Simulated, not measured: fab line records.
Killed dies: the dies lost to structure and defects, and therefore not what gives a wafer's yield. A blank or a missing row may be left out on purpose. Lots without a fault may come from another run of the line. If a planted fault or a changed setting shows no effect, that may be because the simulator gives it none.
Which tool was responsible? | flow nandHarc | Sampling: 7 lots, 20 wafers, 5 of 1159 route steps

== WHAT EACH GAUGE READ, for each wafer ==
NHARC_END_SORT_01.
lot  | measured     | on        | killedAtArray
L501 | day 23 21:25 | prober-01 | 147 21

== WHICH TOOL RAN EACH LOT (tool, then ch and the chambers of the sampled wafers, then the start) ==
lot  | NHARC_A_CONTACT_DEP_84       | NHARC_THIN_TSV_DEP_47           | NHARC_THIN_TSV_DESCUM_35          | NHARC_THIN_TSV_ETCH_36
L482 | aclDep-01 ch 0, day 17 00:17 | pecvd-04 ch 1,2, day 19 05:38   | rieDiel-07 ch 0,1,2, day 19 10:00 | rieMetal-02 ch 0,1, day 19 10:21
L486 | aclDep-01 ch 0, day 17 19:34 | pecvd-04 ch 0,1, day 19 12:28   | rieDiel-07 ch 0,1,3, day 19 16:43 | rieMetal-02 ch 0,1, day 19 17:05
L490 | aclDep-01 ch 0, day 18 11:14 | pecvd-02 ch 0,1,2, day 20 01:16 | rieDiel-07 ch 0,1,2, day 20 06:34 | rieMetal-03 ch 0,1, day 20 06:57
L491 | aclDep-02 ch 0, day 19 06:12 | pecvd-02 ch 0,1,2, day 20 21:28 | rieDiel-07 ch 0,1,2, day 21 01:37 | rieMetal-02 ch 0,1, day 21 01:59
L495 | aclDep-02 ch 0, day 19 20:50 | pecvd-02 ch 0,2, day 21 13:56   | rieDiel-08 ch 0,1,2, day 21 18:20 | rieMetal-01 ch 0,1, day 21 18:43
L501 | aclDep-02 ch 0, day 21 11:03 | pecvd-03 ch 1,2, day 23 08:27   | rieDiel-08 ch 3, day 23 13:05     | rieMetal-03 ch 0, day 23 13:28
L504 | aclDep-03 ch 0, day 22 16:36 | pecvd-02 ch 0,1, day 24 08:01   | rieDiel-08 ch 0,2, day 24 12:15   | rieMetal-01 ch 0,1, day 24 12:38
- NHARC_A_CONTACT_DEP_84: deposits aC, target thk 2000 nm.
- NHARC_THIN_TSV_DEP_47: deposits SiO2, target thk 200 nm.
- NHARC_THIN_TSV_DESCUM_35: chemistry O2, time 3 s.
- NHARC_THIN_TSV_ETCH_36: etches the open film in Cl2/BCl3, target depth 65 nm, time 18.571 s.

== THE ANSWER, worked out from the rows above alone ==
Rule: the usual values come from the lots themselves. Put in order of their means at a reading, lots are off if they are a third of the lots or fewer, leave a main group of 4 or more, and stand apart from it by a gap of 3 or more times the standard deviation of the main group's means; of several such gaps the widest counts. If all means in a main group match to the digits the tables above print for the reading, that group is not used. A lot without any number at a reading at which 4 lots or more have one is off too. The other lots that the step has rows for count as sound.
Nothing can be told from this: no lot is off at any reading shown.

== WHAT WAS PUT IN BY THE SIMULATOR ==
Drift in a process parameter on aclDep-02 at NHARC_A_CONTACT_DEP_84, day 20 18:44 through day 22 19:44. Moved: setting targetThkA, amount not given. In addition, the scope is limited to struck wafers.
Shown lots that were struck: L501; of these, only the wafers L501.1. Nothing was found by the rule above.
